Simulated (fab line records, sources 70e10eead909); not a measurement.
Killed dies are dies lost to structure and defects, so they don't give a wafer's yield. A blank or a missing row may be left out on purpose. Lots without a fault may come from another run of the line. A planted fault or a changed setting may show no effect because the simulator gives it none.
fab line records | flow nand_harc
record lots=5 wafers=15 last_day=34
route steps=1302 shown P_BONDPAD@360
lots that met no fault: from a run of the same line without faults
start_h: hours from the record's first day to the start of the lot's first wafer shown | wait_h: hours since the lot's step before | " the same as in the row above | L1.1+2: a row that stands for several wafers | - no value, or no start given | * or withheld: withheld | < > ~ a bound
route shown NAME@n: a module of which the file shows steps, and the number in the route of the first | usual: mean/standard deviation of fault-free wafers | same: alike in all rows | chamber/n: place in a boat | sites: the reading at each site | _std_site: their standard deviation | _edge_site: outer sites' mean less inner sites' | radius_mm: how far each site lies from the wafer's centre | mask NAME#n: copy n | behind: the tool/chamber that last shaped the wafer | hold: why the lot was held/for how many hours/how that ended | device: the transistor (n, p or np) that didn't switch | end of line: the same wafers' tests at the end of the route | a step without rows: its recipe alone | killed: dies lost to structure and defects at the first sort, not the wafer's yield | map: a wafer's dies, x killed, . not, _ none there
set.NAME: the setting as run; set.NAME@STEP: as run at that earlier step | model.NAME: the simulator's own value behind a step, which no gauge read
lots at some steps of the route; a table a step, a row a wafer
services: from which hour (start_h, from the record's first day; less than 0 if before it) a tool's chamber was out of use, for how many hours, and why
## steps
# step NHARC_P_BONDPAD_EBR_05
# step NHARC_P_BONDPAD_EXPOSE_06
# recipe na=0.55 dose_mj=37.06 mask_id=P_BPAD
# step NHARC_P_BONDPAD_PEB_07
# recipe peb_temp_c=128 peb_time_s=80
# step NHARC_P_BONDPAD_DEVELOP_08
# recipe time_s=50 dev_temp_c=22
# step NHARC_P_BONDPAD_CD_MEAS_09
# recipe target_cd_nm=500 landing_energy_ev=500
# usual cd_nm=499.5/1.5
# columns lot.wafer tool chamber start_h wait_h cd_nm
L966.3 cd_sem-03 0 148.43 - 496.7
L966.5 " 0 " " 498.1
L966.6 " 0 " " 497.4
L967.2 cd_sem-01 0 166.31 - 499.0
L967.3 " 0 " " 499.2
L967.6 " 0 " " 498.0
L979.2 cd_sem-01 0 283.30 - 500.4
L979.3 " 0 " " 500.1
L979.4 " 0 " " 500.0
L986.4 cd_sem-03 0 340.14 - 500.9
L986.5 " 0 " " 500.1
L986.6 " 0 " " 498.3
L988.1 cd_sem-01 0 366.62 - 501.5
L988.3 " 0 " " 500.7
L988.5 " 0 " " 500.6
# step NHARC_P_BONDPAD_OVL_MEAS_38
# usual overlay_x_nm=-1/4.7 overlay_y_nm=-2/5.1
# columns lot.wafer tool chamber start_h wait_h overlay_x_nm overlay_y_nm
L966.3 overlay-02 - 148.52 - -2 -3
L966.5 " - " " -3 -3
L966.6 " - " " -2 -3
L967.2 overlay-02 - 166.39 - -9 -9
L967.3 " - " " -9 -9
L967.6 " - " " -9 -8
L979.2 overlay-01 - 283.38 - -3 0
L979.3 " - " " -3 0
L979.4 " - " " -3 0
L986.4 overlay-01 - 340.22 - 1 1
L986.5 " - " " 1 0
L986.6 " - " " 1 0
L988.1 overlay-01 - 366.71 - 2 4
L988.3 " - " " 2 4
L988.5 " - " " 2 3
# step NHARC_P_BONDPAD_HARDBAKE_10
# recipe temp_c=118 time_s=65
# step NHARC_P_BONDPAD_DESCUM_11
# recipe time_s=3 o2_flow_sccm=200 ar_flow_sccm=0 bias_power_w=0 chemistry=O2
# usual chamber_pressure_mTorr=60.02/0.23 drypump_motor_current_A=5.7/0.49 oes_product_au=0.999/0.0067 rf_vpp_V=57.7/0.94 showerhead_plenum_p_Torr=1.90/0.066 throttle_valve_pct=11.312/0.0096
# columns lot.wafer tool chamber start_h wait_h chamber_pressure_mTorr drypump_motor_current_A oes_product_au rf_hours_counter_h rf_vpp_V showerhead_plenum_p_Torr throttle_valve_pct
L966.3 rie_diel-01 0 148.65 - 60.00 5.5 0.999 7.5 58.0 1.84 11.315
L966.6 " 3 " " 60.06 6.5 0.996 - 58.6 1.89 11.330
L966.5 " 0 " " 59.95 5.5 1.001 - 57.5 1.84 11.330
L967.3 rie_diel-01 2 166.54 - 60.08 5.2 1.002 8.4 57.7 1.83 11.324
L967.2 " 3 " " 60.02 6.5 0.985 6.6 57.1 1.89 11.333
L967.6 " 1 " " 60.06 5.8 0.996 - 58.4 1.98 11.313
L979.2 rie_diel-01 3 283.52 - 60.08 6.5 1.002 2.3 57.7 1.89 11.325
L979.4 " 0 " " 59.95 5.5 0.998 4.2 58.1 1.84 11.300
L979.3 " 1 " " 59.96 5.7 0.999 4.7 57.6 1.97 11.311
L986.4 rie_diel-02 2 340.37 - 59.97 5.3 1.005 3.1 57.7 1.89 11.305
L986.6 " 3 " " 60.02 5.8 1.001 - 56.1 1.88 11.300
L986.5 " 0 " " 59.92 6.3 1.000 - 56.0 1.86 11.324
L988.1 rie_diel-07 1 366.84 - 59.94 6.1 0.992 3.7 56.7 1.87 11.316
L988.3 " 0 " " 60.03 6.3 0.985 3.6 57.0 1.81 11.318
L988.5 " 1 " " 60.02 6.1 0.992 - 57.9 1.87 11.323
# step NHARC_P_BONDPAD_ETCH_37
# recipe target_depth_a=600 overetch_a=180 time_s=65.91 ion_energy_ev=200 n2_flow_sccm=150 h2_flow_sccm=150 ar_flow_sccm=0 rf_w=400 bias_w=150 chemistry=N2/H2
# usual chamber_pressure_mTorr=29.998/0.026 drypump_motor_current_A=5.7/0.49 oes_product_au=0.998/0.0072 rf_vpp_V=430.1/2.3 run_length_s=87.2/0.51 showerhead_plenum_p_Torr=2.02/0.074 throttle_valve_pct=14.172/0.0093
# columns lot.wafer tool chamber start_h wait_h chamber_pressure_mTorr drypump_motor_current_A oes_product_au rf_hours_counter_h rf_vpp_V run_length_s showerhead_plenum_p_Torr throttle_valve_pct
L966.3 rie_diel-01 2 148.74 0.1 30.005 5.2 1.001 7.7 428.3 87.8 1.95 14.156
L966.6 " 0 " " 30.009 5.5 1.001 - 427.9 87.1 1.96 14.174
L966.5 " 1 " " 29.997 5.8 1.004 - 431.8 87.4 2.11 14.186
L967.2 rie_diel-01 2 166.62 0.1 30.043 5.2 0.993 8.4 428.1 88.4 1.95 14.163
L967.3 " 3 " " 29.990 6.5 0.980 6.6 430.8 87.1 2.02 14.177
L967.6 " 0 " " 29.983 5.5 0.987 - 429.7 86.9 1.96 14.175
L979.2 rie_diel-01 2 283.59 0.1 30.006 5.1 1.008 4.2 428.2 87.9 1.95 14.175
L979.4 " 3 " " 29.967 6.5 0.996 2.3 430.2 87.0 2.02 14.179
L979.3 " 1 " " 30.005 5.8 1.018 4.7 432.1 88.1 2.11 14.170
L986.4 rie_diel-02 0 340.45 0.1 29.997 6.3 0.999 3.5 429.3 86.8 1.99 14.173
L986.6 " 1 " " 30.026 5.1 1.009 - 434.6 87.3 2.18 14.179
L986.5 " 2 " " 29.963 5.3 0.992 - 430.0 86.4 2.01 14.160
L988.3 rie_diel-07 1 366.93 0.1 29.988 6.1 0.991 3.7 429.3 86.6 1.99 14.171
L988.1 " 3 " " 30.021 5.8 1.005 2.5 433.5 87.6 2.14 14.159
L988.5 " 1 " " 30.018 6.1 0.995 - 429.4 86.6 1.99 14.177
# step NHARC_P_BONDPAD_ETCH_12
# recipe target_depth_a=2000 time_s=100 chf3_flow_sccm=50 o2_flow_sccm=10 ar_flow_sccm=200 rf_w=500 bias_w=200 chemistry=CHF3/O2
# usual chamber_pressure_mTorr=24.998/0.024 drypump_motor_current_A=5.7/0.47 oes_product_au=0.945/0.025 rf_vpp_V=370.2/1.9 run_length_s=121.3/0.46 showerhead_plenum_p_Torr=2.38/0.08 throttle_valve_pct=20.573/0.0086
# columns lot.wafer tool chamber start_h wait_h chamber_pressure_mTorr drypump_motor_current_A oes_product_au rf_hours_counter_h rf_vpp_V run_length_s showerhead_plenum_p_Torr throttle_valve_pct
L966.3 rie_diel-01 0 - - 25.005 5.5 0.959 7.6 368.7 121.6 2.32 20.576
L966.5 " 1 " " 24.978 5.8 0.977 - 372.3 121.9 2.48 20.562
L966.6 " 2 " " 24.973 5.2 0.978 - 367.7 122.0 2.30 20.579
L967.2 rie_diel-01 1 - - 25.021 5.8 0.918 8.2 372.8 121.4 2.48 20.575
L967.3 " 3 " " 25.007 6.5 0.919 6.6 370.8 121.1 2.38 20.568
L967.6 " 1 " " 25.023 5.8 0.939 - 371.8 121.5 2.48 20.564
L979.4 rie_diel-01 0 - - 25.054 5.4 0.982 4.3 367.9 121.2 2.32 20.566
L979.2 " 2 " " 24.980 5.2 0.974 4.2 368.4 121.9 2.30 20.571
L979.3 " 3 " " 24.995 6.5 0.971 2.3 370.2 121.2 2.38 20.585
L986.4 rie_diel-02 0 - - 25.015 6.4 0.960 3.5 369.9 120.4 2.34 20.557
L986.5 " 1 " " 25.024 5.1 0.978 - 375.1 121.6 2.55 20.581
L986.6 " 2 " " 24.980 5.3 0.963 - 370.6 120.6 2.37 20.569
L988.3 rie_diel-07 2 - - 24.984 5.0 0.910 2.5 371.6 121.5 2.40 20.563
L988.1 " 3 " " 25.013 5.8 0.929 2.5 372.9 121.4 2.51 20.582
L988.5 " 2 " " 24.985 5.0 0.913 - 371.4 121.4 2.40 20.583
# step NHARC_P_BONDPAD_CD_MEAS_13
# usual cd_nm=499.1/1.5
# columns lot.wafer tool chamber start_h wait_h cd_nm
L966.3 cd_sem-03 - 148.96 - 496.2
L966.5 " - " " 497.3
L966.6 " - " " 497.8
L967.2 cd_sem-02 - 166.84 - 498.8
L967.3 " - " " 498.7
L967.6 " - " " 496.7
L979.2 cd_sem-02 - 283.83 - 500.0
L979.3 " - " " 499.9
L979.4 " - " " 499.0
L986.4 cd_sem-01 - 340.68 - 501.1
L986.5 " - " " 500.6
L986.6 " - " " 499.4
L988.1 cd_sem-03 - 367.15 - 500.7
L988.3 " - " " 500.6
L988.5 " - " " 499.8
# step NHARC_P_BONDPAD_STRIP_15
# recipe o2_flow_sccm=500 ar_flow_sccm=0 bias_w=0 chemistry=O2
# usual chamber_pressure_mTorr=60.00/0.054 drypump_motor_current_A=5.7/0.48 oes_product_au=0.997/0.0065 rf_vpp_V=57.7/0.84 showerhead_plenum_p_Torr=3.50/0.12 throttle_valve_pct=17.036/0.0091
# columns lot.wafer tool chamber start_h wait_h chamber_pressure_mTorr drypump_motor_current_A oes_product_au rf_hours_counter_h rf_vpp_V showerhead_plenum_p_Torr throttle_valve_pct
L966.3 rie_diel-07 3 149.04 0.1 59.99 5.8 0.998 0.8 58.2 3.69 17.036
L966.5 " 2 " " 59.98 5.0 1.004 - 58.2 3.54 17.011
L966.6 " 3 " " 59.93 5.9 0.995 - 57.9 3.69 17.025
L967.2 rie_diel-02 1 166.95 0.1 60.11 5.2 0.997 4.0 56.9 3.75 17.028
L967.3 " 2 " " 59.93 5.3 0.994 2.9 58.5 3.49 17.033
L967.6 " 3 " " 59.97 5.9 1.008 - 57.6 3.48 17.037
L979.2 rie_diel-02 2 283.90 0.1 59.96 5.3 0.994 1.5 57.1 3.49 17.031
L979.3 " 0 " " 59.94 6.3 1.005 1.5 57.8 3.44 17.019
L979.4 " 1 " " 59.98 5.2 0.996 1.5 58.4 3.75 17.014
L986.4 rie_diel-07 3 340.74 0.1 60.01 5.8 1.004 1.6 58.1 3.69 17.044
L986.5 " 3 " " 60.08 5.8 1.002 - 57.6 3.69 17.034
L986.6 " 0 " " 60.06 6.3 0.992 - 57.8 3.35 17.039
L988.3 rie_diel-01 1 367.24 0.1 60.02 5.8 1.011 9.3 57.2 3.63 17.040
L988.1 " 3 " " 59.94 6.5 1.000 5.9 57.1 3.49 17.042
L988.5 " 1 " " 60.08 5.8 1.001 - 57.9 3.63 17.043
# step NHARC_P_BONDPAD_ETCH_24
# recipe target_depth_a=300 over_etch_frac=0.3 time_s=72.99 ion_energy_ev=150 cf4_flow_sccm=50 n2_flow_sccm=100 ar_flow_sccm=150 rf_w=300 bias_w=100 chemistry=CF4/N2
# usual chamber_pressure_mTorr=30.001/0.027 drypump_motor_current_A=5.7/0.49 oes_product_au=0.997/0.0066 rf_vpp_V=313.8/1.7 run_length_s=94.2/0.54 showerhead_plenum_p_Torr=2.61/0.089 throttle_valve_pct=19.794/0.009
# columns lot.wafer tool chamber start_h wait_h chamber_pressure_mTorr drypump_motor_current_A oes_product_au rf_hours_counter_h rf_vpp_V run_length_s showerhead_plenum_p_Torr throttle_valve_pct
L966.3 rie_diel-07 0 149.19 - 29.990 6.4 0.995 1.2 312.4 93.8 2.50 19.790
L966.5 " 3 " " 29.977 5.8 0.992 - 316.8 94.3 2.75 19.803
L966.6 " 0 " " 30.059 6.3 0.993 - 311.0 94.1 2.50 19.797
L967.2 rie_diel-02 1 167.06 - 29.960 5.1 0.993 4.1 317.1 94.6 2.79 19.795
L967.3 " 3 " " 29.979 5.9 0.998 4.1 314.0 93.5 2.59 19.789
L967.6 " 1 " " 30.007 5.2 1.000 - 316.6 95.2 2.79 19.798
L979.4 rie_diel-02 2 284.05 - 29.991 5.3 0.994 1.5 315.0 93.3 2.60 19.781
L979.2 " 3 " " 29.981 5.8 1.005 1.5 312.4 93.4 2.58 19.786
L979.3 " 0 " " 30.050 6.3 0.999 1.5 312.9 71.6 2.56 19.794
L986.4 rie_diel-07 2 340.90 - 29.977 5.0 0.989 1.6 313.6 94.5 2.63 19.784
L986.6 " 1 " " 30.024 6.1 0.999 - 311.8 94.0 2.56 19.803
L986.5 " 2 " " 29.987 5.0 0.994 - 315.5 94.7 2.63 19.792
L988.1 rie_diel-01 2 367.38 - 30.007 5.2 1.002 8.1 312.4 95.2 2.51 19.809
L988.3 " 0 " " 29.949 5.5 0.993 8.6 313.2 94.1 2.53 19.803
L988.5 " 2 " " 29.999 5.2 0.996 - 310.1 95.2 2.51 19.795
# step NHARC_P_BONDPAD_STRIP_16
# recipe time_s=600 temp_c=30 chemistry=post_etch_residue_remover
## services
# columns tool chamber start_h hours kind
rie_diel-01 0 133.82 - clean
rie_diel-01 1 133.82 - clean
rie_diel-01 2 133.82 - clean
rie_diel-01 3 133.82 - clean
rie_diel-02 - 133.96 1.0 repair
rie_diel-02 2 138.95 15.7 repair
rie_diel-01 0 158.32 - clean
rie_diel-01 1 158.32 - clean
rie_diel-01 2 158.32 - clean
rie_diel-01 3 158.32 - clean
rie_diel-02 2 179.81 6.3 repair
rie_diel-01 0 182.82 - clean
rie_diel-02 0 187.40 1.6 repair
rie_diel-01 - 203.80 9.0 pm
rie_diel-01 3 214.29 14.6 repair
rie_diel-02 - 216.74 9.0 pm
rie_diel-01 2 224.78 8.7 repair
rie_diel-07 1 241.12 4.1 repair
rie_diel-01 3 245.67 2.4 repair
rie_diel-07 - 271.60 0.8 repair
rie_diel-07 - 294.20 9.0 pm
rie_diel-01 - 310.72 1.1 repair
rie_diel-02 2 321.45 8.6 repair
rie_diel-02 3 344.23 2.7 repair
## key
first_sign step=NHARC_P_BONDPAD_ETCH_24 reading=run_length_s direction=down sigmas=42 usual=* struck=*
effect none on later readings
met_at NHARC_P_BONDPAD_ETCH_24
struck_wafers L979.3
later_rows_left_out L979.3
sort_left_out L979.3
fault kind=process_parameter_drift tool=rie_diel-02 chamber=0 onset_h=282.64 steps=NHARC_P_BONDPAD_ETCH_24 channel=time_s offset=* shape=step end_h=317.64 acts_in=* stated=*
# sort_left_out: the simulated sort isn't trusted on such a fault, so these wafers' sort isn't shown, and their yield isn't known
# later_rows_left_out: the simulator's readings of these wafers behind a module that went badly wrong aren't trusted and aren't shown, but for the sort
